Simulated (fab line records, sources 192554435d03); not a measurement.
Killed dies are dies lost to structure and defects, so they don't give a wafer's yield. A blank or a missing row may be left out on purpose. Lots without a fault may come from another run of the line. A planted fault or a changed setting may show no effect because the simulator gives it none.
fab line records | flow n5_finfet
record lots=7 wafers=21
route steps=1938 shown SD_EPI_P@307 SDB@361 DUMMY_REMOVAL@382 HKMG_FIN@438 GATE_CUT@490 MOL_CONTACT_COAG@523
start_h: hours from the record's first day to the start of the lot's first wafer shown | wait_h: hours since the lot's step before | " the same as in the row above | L1.1+2: a row that stands for several wafers | - no value, or no start given | * or withheld: withheld | < > ~ a bound
route shown NAME@n: a module of which the file shows steps, and the number in the route of the first | usual: mean/standard deviation of fault-free wafers | same: alike in all rows | chamber/n: place in a boat | sites: the reading at each site | _std_site: their standard deviation | _edge_site: outer sites' mean less inner sites' | radius_mm: how far each site lies from the wafer's centre | mask NAME#n: copy n | behind: the tool/chamber that last shaped the wafer | hold: why the lot was held/for how many hours/how that ended | device: the transistor (n, p or np) that didn't switch | end of line: the same wafers' tests at the end of the route | a step without rows: its recipe alone | killed: dies lost to structure and defects at the first sort, not the wafer's yield | map: a wafer's dies, x killed, . not, _ none there
set.NAME: the setting as run; set.NAME@STEP: as run at that earlier step | model.NAME: the simulator's own value behind a step, which no gauge read
lots whose settings were changed on purpose; a table a step, a row a wafer
## steps
# step N5_SD_EPI_P_ETCH_36
# recipe chemistry=CF4 target=SiARC target_depth_a=455 mask_material=CAR-ArF-block time_s=75.8 ion_energy_ev=80 pressure_mtorr=40 source_w=545 bias_w=36 Ar_flow_sccm=100 cf4_flow_sccm=100 ends=cleared
# usual etch_rf_on_time_s=76.0/1.4 rf_vpp_V=183.9/1.2
# columns lot.wafer tool chamber start_h wait_h set.bias_w etch_rf_on_time_s rf_vpp_V
L075.1 rie_diel-02 2 62.21 0.0 36 74.4 184.6
L075.3 " 1 " " 36 76.3 184.6
L075.4 " 0 " " 30.72 81.2 165.7
L077.2 rie_diel-06 0 73.00 0.0 40.17 73.2 196.9
L077.4 " 3 " " 36 75.3 183.3
L077.6 " 3 " " 40.17 72.5 198.4
L084.1 rie_diel-02 2 114.47 0.0 36 75.9 185.1
L084.2 " 3 " " 36 75.0 183.5
L084.3 " 1 " " 36 76.1 186.0
L088.2 rie_diel-02 0 137.06 0.0 36 75.3 184.0
L088.3 " 3 " " 36 75.0 182.8
L088.6 " 2 " " 36 75.5 185.6
L089.1 rie_diel-03 0 145.36 0.0 36 77.2 182.6
L089.5 " 2 " " 36 77.3 182.5
L089.6 " 0 " " 36 76.7 183.6
L091.1 rie_diel-02 0 156.39 0.0 36 75.2 183.2
L091.2 " 2 " " 30.4 79.7 165.2
L091.3 " 1 " " 30.4 80.5 166.1
L092.1 rie_diel-02 1 161.48 0.0 36 75.1 184.9
L092.2 " 3 " " 39.91 72.2 195.2
L092.3 " 0 " " 39.91 71.5 196.2
# step N5_SD_EPI_P_ETCH_37
# recipe chemistry=N2/H2 target=SOC overetch_a=1080 mask_material=SiARC temp_c=40 ion_energy_ev=100 source_w=3000 bias_w=133 pressure_mtorr=20 time_s=486 n2_flow_sccm=200 h2_flow_sccm=200 ends=end_point
# columns lot.wafer tool chamber start_h wait_h set.peb_time_s@SD_EPI_P_PEB_07 model.SD_EPI_P.cd_nm
L075.1 rie_diel-02 2 62.26 0.0 60 240.8
L075.3 " 1 " " 56.16 239.2
L075.4 " 0 " " 60 241.2
L077.2 rie_diel-06 0 73.06 0.0 60 238.4
L077.4 " 3 " " 60 240.6
L077.6 " 3 " " 65.01 243
L084.1 rie_diel-02 2 114.53 0.0 60 240.8
L084.2 " 3 " " 56.36 237.2
L084.3 " 1 " " 60 241.2
L088.2 rie_diel-02 0 137.12 0.0 60 240.4
L088.3 " 3 " " 60 239.2
L088.6 " 2 " " 60 240.8
L089.1 rie_diel-03 0 145.42 0.0 52.29 236
L089.5 " 2 " " 60 238.8
L089.6 " 0 " " 52.29 235.2
L091.1 rie_diel-02 0 156.45 0.0 73.44 246.8
L091.2+3 " 2,1 " " 73.44 246.2
L092.1 rie_diel-02 1 161.53 0.0 60 240.6
L092.2 " 3 " " 68.24 244.2
L092.3 " 0 " " 68.24 244
# step N5_SDB_ETCH_18
# recipe chemistry=N2/H2 target=SOC target_depth_a=1000 overetch_a=200 mask_material=SiARC temp_c=40 time_s=150 ion_energy_ev=200 pressure_mtorr=30 source_w=840 bias_w=150 n2_flow_sccm=200 h2_flow_sccm=200
# usual rf_vpp_V=524.4/1.9
# columns lot.wafer tool chamber start_h wait_h set.source_w rf_vpp_V
L075.1 rie_diel-04 3 73.86 0.0 840 525.3
L075.3 " 1 " " 840 522.5
L075.4 " 2 " " 840 524.2
L077.2 rie_diel-05 3 85.33 0.0 840 521.1
L077.4 " 0 " " 780.7 540.1
L077.6 " 0 " " 840 527.4
L084.1 rie_diel-01 1 125.98 0.0 840 524.4
L084.2 " 0 " " 743.9 542.3
L084.3 " 2 " " 743.9 547.9
L088.2 rie_diel-04 2 150.00 0.0 840 523.0
L088.3 " 0 " " 840 525.5
L088.6 " 2 " " 840 524.1
L089.1 rie_diel-01 3 156.76 0.0 881.3 515.9
L089.5 " 1 " " 840 523.5
L089.6 " 0 " " 881.3 514.7
L091.1 rie_diel-01 2 169.39 0.0 840 526.0
L091.2 " 1 " " 840 523.6
L091.3 " 0 " " 840 523.7
L092.1 rie_diel-05 2 172.84 0.0 840 526.9
L092.2 " 1 " " 793 534.9
L092.3 " 0 " " 793 540.0
# step N5_SDB_ALD_29
# recipe material=SiNx target_thk_a=300 temp_c=400 ald_precursor_family=SiH2I2 ald_co_reactant=N2/H2-plasma pulse_time_s=1 ald_cycles=600 purge_time_s=2 co_reactant_purge_time_s=2 pressure_torr=2
# columns lot.wafer tool chamber start_h wait_h set.ald_cycles model.SiNx_of_SDB_ALD_29.thk_nm
L075.1 ald_sin-01 0 75.14 0.0 600 30
L075.3+4 " 1,3 " " 518 26
L077.2 ald_sin-04 0 86.05 0.0 600 29.8
L077.4 " 3 " " 686 34.2
L077.6 " 0 87.41 1.4 686 34.4
L084.1+2 ald_sin-02 1,2 126.70 0.0 554 27.8
L084.3 " 3 " " 554 27.6
L088.2 ald_sin-01 0 151.41 0.0 600 30
L088.3+6 " 1,0 " " 600 30.2
L089.1+5+6 ald_sin-01 1,0,3 157.58 0.0 600 30.4
L091.1+3 ald_sin-01 2,1 170.21 0.0 549 27.4
L091.2 " 0 " " 600 30
L092.1+3 ald_sin-01 3,2 173.77 0.0 600 30.2
L092.2 " 0 " " 600 30
# step N5_SDB_CMP_30
# recipe stop_on=poly-Si t_overpolish_s=1.54 post_cmp_clean=alkaline_brush down_force_psi=4.1491 platen_rpm=51.796 pad_velocity_m_s=1.0306 target_thk_nm=30
# columns lot.wafer tool chamber start_h wait_h set.ald_cycles@SDB_ALD_29 model.SiNx_of_SDB_ALD_29.thk_nm
L075.1 cmp-04 3 77.91 1.4 600 30
L075.3+4 " 0,1 " " 518 26
L077.4 cmp-02 3 88.79 1.4 686 30.6
L077.2 " 2 " " 600 29.8
L077.6 " 3 " " 686 30.8
L084.1+2 cmp-04 3,2 129.44 1.4 554 27.8
L084.3 " 0 " " 554 27.6
L088.3+6 cmp-03 2 154.18 1.4 600 30.2
L088.2 " 0 " " 600 30
L089.1+6+5 cmp-02 3,3,0 160.31 1.4 600 30.4
L091.1+3 cmp-03 0,2 172.98 1.4 549 27.4
L091.2 " 1 " " 600 30
L092.2 cmp-03 3 176.51 1.4 600 30
L092.1+3 " 0,2 " " 600 30.2
# step N5_DUMMY_REMOVAL_PRECLEAN_08
# recipe chemistry=NF3:NH3 afs_cycles=2 temp_c=30 time_s=20 sublimation_temp_c=180 sublimation_time_s=60 pressure_torr=3 rf_power_w=30
# step N5_DUMMY_REMOVAL_PRECLEAN_04
# recipe chemistry=DHF time_s=37 temp_c=25 dilution=500:1
# columns lot.wafer tool chamber start_h wait_h set.ald_cycles@SDB_ALD_29 model.SiNx_of_SDB_ALD_29.thk_nm
L075.1 wet_bench-02 6 78.76 0.2 600 29.2
L075.3+4 " 4,0 " " 518 25.2
L077.2 wet_bench-06 7 89.70 0.2 600 29
L077.4+6 " 1,5 " " 686 29.8
L084.1+2 wet_bench-06 5,0 130.33 0.2 554 27
L084.3 " 6 " " 554 26.8
L088.2 wet_bench-01 4 154.96 0.2 600 29.2
L088.3+6 " 7,5 " " 600 29.4
L089.1+6 wet_bench-02 5,6 161.33 0.2 600 29.6
L089.5 " 2 " " 600 29.4
L091.1+3 wet_bench-06 7,6 173.74 0.2 549 26.6
L091.2 " 3 " " 600 29.2
L092.1+3 wet_bench-06 7,6 177.30 0.2 600 29.4
L092.2 " 0 " " 600 29.2
# step N5_HKMG_FIN_ETCH_35
# recipe chemistry=N2/H2 target=SOC target_depth_a=2158 ion_energy_ev=65 bias_w=5 source_w=3000 time_s=243.4 pressure_mtorr=30 n2_flow_sccm=200 h2_flow_sccm=200
# columns lot.wafer tool chamber start_h wait_h set.time_s model.HKMG_FIN.feature_depth_nm model.etch.depth_nm model.SOC_of_HKMG_FIN_COAT_29.thk_nm
L075.1 rie_diel-04 3 88.63 0.0 295.2 257.2 257.3 42.6
L075.3 " 0 " " 295.2 254.4 254.5 45
L075.4 " 2 " " 243.4 212.2 212.3 87.6
L077.2 rie_diel-05 3 94.57 0.0 195 175.2 175.1 125.4
L077.4 " 0 " " 195 170.4 170.4 129.8
L077.6 " 1 " " 243.4 218.2 218.1 81.4
L084.1 rie_diel-04 2 135.14 0.0 243.4 210.8 210.9 89.2
L084.2 " 0 " " 199.4 169.6 169.6 130.2
L084.3 " 3 " " 243.4 216.2 216.3 83.2
L088.2 rie_diel-01 2 159.88 0.0 243.4 213.2 213.2 86.2
L088.3 " 3 " " 243.4 216.2 216.1 84.6
L088.6 " 1 " " 243.4 215.8 215.8 83
L089.1 rie_diel-01 0 166.59 0.0 296.5 262.4 262.3 37.4
L089.5 " 0 " " 243.4 217.4 217.4 81.6
L089.6 " 3 " " 243.4 217.6 217.6 81
L091.1 rie_diel-01 1 179.28 0.0 262.7 232 232 67
L091.2 " 3 " " 243.4 216 216 82.8
L091.3 " 0 " " 262.7 231 230.9 68
L092.1 rie_diel-01 2 182.82 0.0 225.6 199.2 199.1 99.4
L092.2 " 1 " " 225.6 198.4 198.3 99.4
L092.3 " 3 " " 243.4 216.6 216.6 82
# step N5_GATE_CUT_DESCUM_18
# recipe chemistry=O2 time_s=7 source_power_w=50 bias_power_w=20 pressure_mtorr=20 rf_frequency_hz=2.712e+07 temp_c=40 resist=CAR-EUV o2_flow_sccm=225
# columns lot.wafer tool chamber start_h wait_h set.time_s model.CAR-EUV_of_GATE_CUT_COAT_07.thk_nm
L075.1+4 rie_diel-06 3,2 96.41 0.0 7.676 25.8
L075.3 " 0 " " 7 26.2
L077.2+4 rie_diel-03 3,2 102.57 0.0 7 26.2
L077.6 " 0 " " 7.99 25.6
L084.1+3 rie_diel-03 1,2 143.61 0.0 7 26
L084.2 " 3 " " 7 26.2
L088.2 rie_diel-03 3 167.66 0.0 7 25.8
L088.3+6 " 0 " " 7 26
L089.1 rie_diel-03 1 175.06 0.3 7.756 25.6
L089.5+6 " 2,3 " " 7 26
L091.1+3 rie_diel-06 0,3 188.22 0.0 7 26.2
L091.2 " 2 " " 7 26
L092.1 rie_diel-03 3 190.61 0.0 7 26.2
L092.2+3 " 1,2 " " 7 26
# step N5_GATE_CUT_ETCH_28
# recipe chemistry=N2/H2 target=underlayer target_depth_a=130 mask_material=CAR-EUV time_s=10.4 ion_energy_ev=200 pressure_mtorr=30 source_w=840 bias_w=150 n2_flow_sccm=200 h2_flow_sccm=200 ends=cleared
# columns lot.wafer tool chamber start_h wait_h set.time_s@GATE_CUT_DESCUM_18 model.CAR-EUV_of_GATE_CUT_COAT_07.thk_nm
L075.1+4 rie_diel-06 3,2 96.45 0.0 7.676 14.4
L075.3 " 0 " " 7 14.6
L077.2 rie_diel-03 3 102.61 0.0 7 14.6
L077.4 " 2 " " 7 14.8
L077.6 " 0 " " 7.99 14.2
L084.1+2 rie_diel-03 1,3 143.64 0.0 7 14.8
L084.3 " 2 " " 7 14.6
L088.2 rie_diel-03 3 167.70 0.0 7 14.4
L088.3+6 " 0 " " 7 14.6
L089.1 rie_diel-03 1 175.09 0.0 7.756 14.2
L089.5+6 " 2,3 " " 7 14.6
L091.1+2+3 rie_diel-06 0,2,3 188.26 0.0 7 14.6
L092.1+2+3 rie_diel-03 3,1,2 190.64 0.0 7 14.6
# step N5_GATE_CUT_ETCH_36
# recipe chemistry=CF4 target=SiARC target_depth_a=130 mask_material=CAR-EUV time_s=21.7 ion_energy_ev=80 pressure_mtorr=40 source_w=545 bias_w=36 Ar_flow_sccm=100 cf4_flow_sccm=100 ends=cleared
# columns lot.wafer tool chamber start_h wait_h set.time_s@GATE_CUT_DESCUM_18 model.CAR-EUV_of_GATE_CUT_COAT_07.thk_nm
L075.1 rie_diel-06 3 96.47 0.0 7.676 6.6
L075.3 " 0 " " 7 7
L075.4 " 2 " " 7.676 6.8
L077.2+4 rie_diel-03 3,2 102.63 0.0 7 7
L077.6 " 0 " " 7.99 6.6
L084.1+2+3 rie_diel-03 1,3,2 143.66 0.0 7 7
L088.2+6 rie_diel-03 3,0 167.72 0.0 7 6.8
L088.3 " 0 " " 7 7
L089.1 rie_diel-03 1 175.11 0.0 7.756 6.4
L089.5+6 " 2,3 " " 7 7
L091.1+2+3 rie_diel-06 0,2,3 188.28 0.0 7 7
L092.1+2+3 rie_diel-03 3,1,2 190.66 0.0 7 7
# step N5_MOL_CONTACT_COAG_EXPOSE_05
# recipe mask_id=CA na=0.33 source_shape=annular sigma_inner=0.4 sigma_outer=0.8 polarization=unpolarized defocus_nm=0 dose_mj=38.25
# columns lot.wafer tool chamber start_h wait_h mask set.dose_mj
L075.1+4 euv_scanner-01 0 100.16 - CA#0 38.25
L075.3 " 0 " " CA#0 40.05
L077.2 euv_scanner-01 0 106.11 - CA#0 38.25
L077.4+6 " 0 " " CA#0 37.18
L084.1+2 euv_scanner-01 0 147.40 - CA#0 38.25
L084.3 " 0 " " CA#0 40.74
L088.2+3+6 euv_scanner-02 0 171.52 - CA#0 38.25
L089.1+5 euv_scanner-02 0 179.17 - CA#0 35.8
L089.6 " 0 " " CA#0 38.25
L091.1 euv_scanner-02 0 202.57 - CA#0 40.97
L091.2+3 " 0 " " CA#0 38.25
L092.1+2+3 euv_scanner-01 0 202.76 - CA#0 38.25
# step N5_MOL_CONTACT_COAG_PEB_06
# recipe peb_temp_c=100 peb_time_s=60 resist=CAR-EUV
# step N5_MOL_CONTACT_COAG_DEVELOP_07
# recipe develop_time_s=30 developer=TMAH resist=CAR-EUV rinse_liquid=surfactant_rinse dry=air_spin dev_temp_c=23
# step N5_MOL_CONTACT_COAG_DESCUM_13
# recipe chemistry=O2 time_s=7 source_power_w=50 bias_power_w=20 pressure_mtorr=20 rf_frequency_hz=2.712e+07 temp_c=40 resist=CAR-EUV o2_flow_sccm=225
# step N5_MOL_CONTACT_COAG_ETCH_59
# recipe chemistry=N2/H2 target=underlayer target_depth_a=130 mask_material=CAR-EUV time_s=10.4 ion_energy_ev=200 pressure_mtorr=30 source_w=840 bias_w=150 n2_flow_sccm=200 h2_flow_sccm=200 ends=cleared
# columns lot.wafer tool chamber start_h wait_h set.dose_mj@MOL_CONTACT_COAG_EXPOSE_05 model.MOL_CONTACT_COAG.cd_offset_nm
L075.1+4 rie_diel-01 3,2 100.44 0.0 38.25 -0.2
L075.3 " 1 " " 40.05 0.8
L077.2 rie_diel-01 3 106.40 0.0 38.25 0
L077.4+6 " 1,0 " " 37.18 -0.6
L084.1+2 rie_diel-05 0,1 147.69 0.0 38.25 -0.2
L084.3 " 3 " " 40.74 1.2
L088.2 rie_diel-04 1 171.80 0.0 38.25 0
L088.3 " 3 " " 38.25 0.2
L088.6 " 3 " " 38.25 0.4
L089.1 rie_diel-04 3 179.71 0.0 35.8 -1.8
L089.5 " 3 " " 35.8 -1.6
L089.6 " 2 " " 38.25 -0.2
L091.1 rie_diel-04 0 202.86 0.0 40.97 1.2
L091.2 " 3 " " 38.25 0.4
L091.3 " 2 " " 38.25 0
L092.1 rie_diel-01 0 203.07 0.0 38.25 0
L092.2 " 1 " " 38.25 0.2
L092.3 " 3 " " 38.25 -0.2
# step N5_MOL_CONTACT_COAG_ETCH_105
# recipe chemistry=CF4 target=SiARC target_depth_a=156 mask_material=CAR-EUV time_s=26 ion_energy_ev=80 pressure_mtorr=40 source_w=545 bias_w=36 Ar_flow_sccm=100 cf4_flow_sccm=100 ends=cleared
# usual etch_rf_on_time_s=26.0/0.33 rf_vpp_V=184.1/0.95
# columns lot.wafer tool chamber start_h wait_h set.bias_w etch_rf_on_time_s rf_vpp_V
L075.1 rie_diel-01 3 100.46 0.0 39.58 24.7 196.4
L075.3 " 1 " " 36 25.8 184.5
L075.4 " 2 " " 36 26.1 184.4
L077.2 rie_diel-01 3 106.42 0.0 36 25.5 185.5
L077.4 " 1 " " 36 25.8 184.5
L077.6 " 0 " " 36 26.0 183.7
L084.1 rie_diel-05 0 147.71 0.0 36 26.1 185.5
L084.2 " 1 " " 42.07 24.4 203.2
L084.3 " 3 " " 42.07 24.6 203.0
L088.2 rie_diel-04 1 171.82 0.0 36 26.5 182.4
L088.3 " 3 " " 36 25.8 185.1
L088.6 " 3 " " 36 25.6 184.5
L089.1 rie_diel-04 3 179.74 0.0 36 25.8 184.5
L089.5 " 3 " " 36 26.1 184.4
L089.6 " 2 " " 36 26.5 183.7
L091.1 rie_diel-04 0 202.88 0.0 31.07 27.3 167.5
L091.2 " 3 " " 31.07 26.8 168.4
L091.3 " 2 " " 36 26.1 183.4
L092.1 rie_diel-01 0 203.09 0.0 33.13 26.6 173.7
L092.2 " 1 " " 36 25.8 185.0
L092.3 " 3 " " 36 25.4 185.0
# step N5_MOL_CONTACT_COAG_ETCH_106
# recipe chemistry=N2/H2 target=SOC target_depth_a=800 overetch_a=160 mask_material=SiARC temp_c=40 time_s=120 ion_energy_ev=200 pressure_mtorr=30 source_w=840 bias_w=150 n2_flow_sccm=200 h2_flow_sccm=200
# columns lot.wafer tool chamber start_h wait_h set.dose_mj@MOL_CONTACT_COAG_EXPOSE_05 model.MOL_CONTACT_COAG.cd_offset_nm
L075.1 rie_diel-01 3 100.49 0.0 38.25 -0.2
L075.3 " 1 " " 40.05 0.6
L075.4 " 2 " " 38.25 0
L077.2 rie_diel-01 3 106.44 0.0 38.25 0
L077.4+6 " 1,0 " " 37.18 -0.6
L084.1 rie_diel-05 0 147.74 0.0 38.25 -0.2
L084.2 " 1 " " 38.25 0
L084.3 " 3 " " 40.74 1.4
L088.2 rie_diel-04 1 171.85 0.0 38.25 -0.2
L088.3 " 3 " " 38.25 0
L088.6 " 3 " " 38.25 0.2
L089.1 rie_diel-04 3 179.78 0.0 35.8 -2.2
L089.5 " 3 " " 35.8 -1.8
L089.6 " 2 " " 38.25 -0.4
L091.1 rie_diel-04 0 202.91 0.0 40.97 1.4
L091.2 " 3 " " 38.25 0.2
L091.3 " 2 " " 38.25 0
L092.1+2 rie_diel-01 0,1 203.11 0.0 38.25 0
L092.3 " 3 " " 38.25 -0.2
# step N5_MOL_CONTACT_COAG_STRIP_107
# recipe chemistry=N2/H2 temp_c=40 n2_flow_sccm=200 h2_flow_sccm=200 rf_frequency_hz=6e+07
# step N5_MOL_CONTACT_COAG_STRIP_108
# recipe chemistry=N2/H2 temp_c=40 n2_flow_sccm=200 h2_flow_sccm=200 rf_frequency_hz=6e+07
# step N5_MOL_CONTACT_COAG_STRIP_109
# recipe chemistry=C4F6/O2 resist=SiARC rf_frequency_hz=6e+07
# step N5_MOL_CONTACT_COAG_ETCH_15
# recipe chemistry=CH3F/O2 target=SiNx target_depth_a=70 mask_material=SOC stop_on=Si:P over_etch_frac=0.75 ion_energy_ev=120 pressure_mtorr=30 source_w=395 bias_w=73 Ar_flow_sccm=150 CH3F_flow_sccm=30 O2_flow_sccm=20
# step N5_MOL_CONTACT_COAG_ETCH_110
# recipe chemistry=CF4/O2 target=Si target_depth_a=25 time_s=8 pressure_mtorr=100 source_w=200 bias_w=12 ion_energy_ev=60 Ar_flow_sccm=100 cf4_flow_sccm=100 O2_flow_sccm=10
# columns lot.wafer tool chamber start_h wait_h set.dose_mj@MOL_CONTACT_COAG_EXPOSE_05 model.MOL_CONTACT_COAG.cd_offset_nm
L075.1 rie_diel-01 3 100.69 0.0 38.25 -0.2
L075.3 " 1 " " 40.05 0.6
L075.4 " 2 " " 38.25 0
L077.2 rie_diel-01 3 106.64 0.0 38.25 0
L077.4+6 " 1,0 " " 37.18 -0.6
L084.1+2 rie_diel-05 0,1 147.93 0.0 38.25 0.2
L084.3 " 3 " " 40.74 1.4
L088.2 rie_diel-04 1 172.04 0.0 38.25 -0.2
L088.3+6 " 3 " " 38.25 0.2
L089.1 rie_diel-04 3 180.08 0.1 35.8 -2.2
L089.5 " 3 " " 35.8 -1.8
L089.6 " 2 " " 38.25 -0.4
L091.1 rie_diel-04 0 203.10 0.0 40.97 1.2
L091.2 " 3 " " 38.25 0.2
L091.3 " 2 " " 38.25 0
L092.1+2 rie_diel-01 0,1 203.31 0.0 38.25 0
L092.3 " 3 " " 38.25 -0.2
# step N5_MOL_CONTACT_COAG_STRIP_98
# recipe chemistry=N2/H2 power_w=500 temp_c=40 pressure_mtorr=50 rf_frequency_hz=6e+07 overash_fraction=0.3 bias_power_w=8 h2_frac=0.5 n2_flow_sccm=300 h2_flow_sccm=300
# step N5_MOL_CONTACT_COAG_CD_MEAS_99
# recipe target_cd_nm=17.2 polarity=opening
# usual cd_nm=17.18/0.3
# columns lot.wafer tool chamber start_h wait_h set.dose_mj@MOL_CONTACT_COAG_EXPOSE_05 cd_nm
L075.1 cd_sem-01 - 100.81 - 38.25 17.09
L075.3 " - " " 40.05 17.95
L075.4 " - " " 38.25 17.32
L077.2 cd_sem-03 - 106.76 - 38.25 17.43
L077.4 " - " " 37.18 16.55
L077.6 " - " " 37.18 16.44
L084.1 cd_sem-02 - 148.05 - 38.25 17.31
L084.2 " - " " 38.25 17.34
L084.3 " - " " 40.74 18.50
L088.2 cd_sem-02 - 172.16 - 38.25 16.81
L088.3 " - " " 38.25 17.23
L088.6 " - " " 38.25 17.46
L089.1 cd_sem-01 - 180.24 - 35.8 14.86
L089.5 " - " " 35.8 15.18
L089.6 " - " " 38.25 16.86
L091.1 cd_sem-01 - 203.22 - 40.97 18.67
L091.2 " - " " 38.25 17.05
L091.3 " - " " 38.25 16.89
L092.1 cd_sem-02 - 203.43 - 38.25 17.21
L092.2 " - " " 38.25 17.45
L092.3 " - " " 38.25 16.94
## key
split step=N5_SD_EPI_P_ETCH_36 setting=bias_w stated=36 by=wafer
response step=N5_SD_EPI_P_ETCH_36 reading=etch_rf_on_time_s change=* per=1% r=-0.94
response step=N5_SD_EPI_P_ETCH_36 reading=rf_vpp_V change=+1.17 per=1% r=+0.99
split step=N5_SDB_ETCH_18 setting=source_w stated=840 by=wafer
response step=N5_SDB_ETCH_18 reading=rf_vpp_V change=-1.89 per=1% r=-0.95
split step=N5_SDB_ALD_29 setting=ald_cycles stated=600 by=wafer
response step=N5_SDB_ALD_29 reading=model.SiNx_of_SDB_ALD_29.thk_nm change=+0.304 per=1% r=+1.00
response step=N5_SDB_CMP_30 reading=model.SiNx_of_SDB_ALD_29.thk_nm change=+0.193 per=1% r=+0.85
response step=N5_DUMMY_REMOVAL_PRECLEAN_04 reading=model.SiNx_of_SDB_ALD_29.thk_nm shape=bent at_lowest=25.2 at_stated=29.33 at_highest=29.8
split step=N5_HKMG_FIN_ETCH_35 setting=time_s stated=243.4 by=wafer
response step=N5_HKMG_FIN_ETCH_35 reading=model.HKMG_FIN.feature_depth_nm change=+2.18 per=1% r=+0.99
response step=N5_HKMG_FIN_ETCH_35 reading=model.etch.depth_nm change=+2.18 per=1% r=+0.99
response step=N5_HKMG_FIN_ETCH_35 reading=model.SOC_of_HKMG_FIN_COAT_29.thk_nm change=-2.18 per=1% r=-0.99
split step=N5_GATE_CUT_DESCUM_18 setting=time_s stated=7 by=wafer
response step=N5_GATE_CUT_DESCUM_18 reading=model.CAR-EUV_of_GATE_CUT_COAT_07.thk_nm change=-0.0407 per=1% r=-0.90
response step=N5_GATE_CUT_ETCH_28 reading=model.CAR-EUV_of_GATE_CUT_COAT_07.thk_nm change=-0.0325 per=1% r=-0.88
response step=N5_GATE_CUT_ETCH_36 reading=model.CAR-EUV_of_GATE_CUT_COAT_07.thk_nm change=-0.0367 per=1% r=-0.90
split step=N5_MOL_CONTACT_COAG_EXPOSE_05 setting=dose_mj stated=38.25 by=wafer
response step=N5_MOL_CONTACT_COAG_ETCH_59 reading=model.MOL_CONTACT_COAG.cd_offset_nm change=+0.197 per=1% r=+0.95
response step=N5_MOL_CONTACT_COAG_ETCH_106 reading=model.MOL_CONTACT_COAG.cd_offset_nm change=+0.209 per=1% r=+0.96
response step=N5_MOL_CONTACT_COAG_ETCH_110 reading=model.MOL_CONTACT_COAG.cd_offset_nm change=+0.188 per=1% r=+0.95
response step=N5_MOL_CONTACT_COAG_CD_MEAS_99 reading=cd_nm change=+0.229 per=1% r=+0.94
split step=N5_MOL_CONTACT_COAG_ETCH_105 setting=bias_w stated=36 by=wafer
response step=N5_MOL_CONTACT_COAG_ETCH_105 reading=etch_rf_on_time_s change=* per=1% r=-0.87
response step=N5_MOL_CONTACT_COAG_ETCH_105 reading=rf_vpp_V change=+1.13 per=1% r=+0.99
split outside_this_file step=N5_SD_EPI_P_PEB_07 setting=peb_time_s
# split outside_this_file: this setting was split too, and the file shows its column; the key of that split is in another file
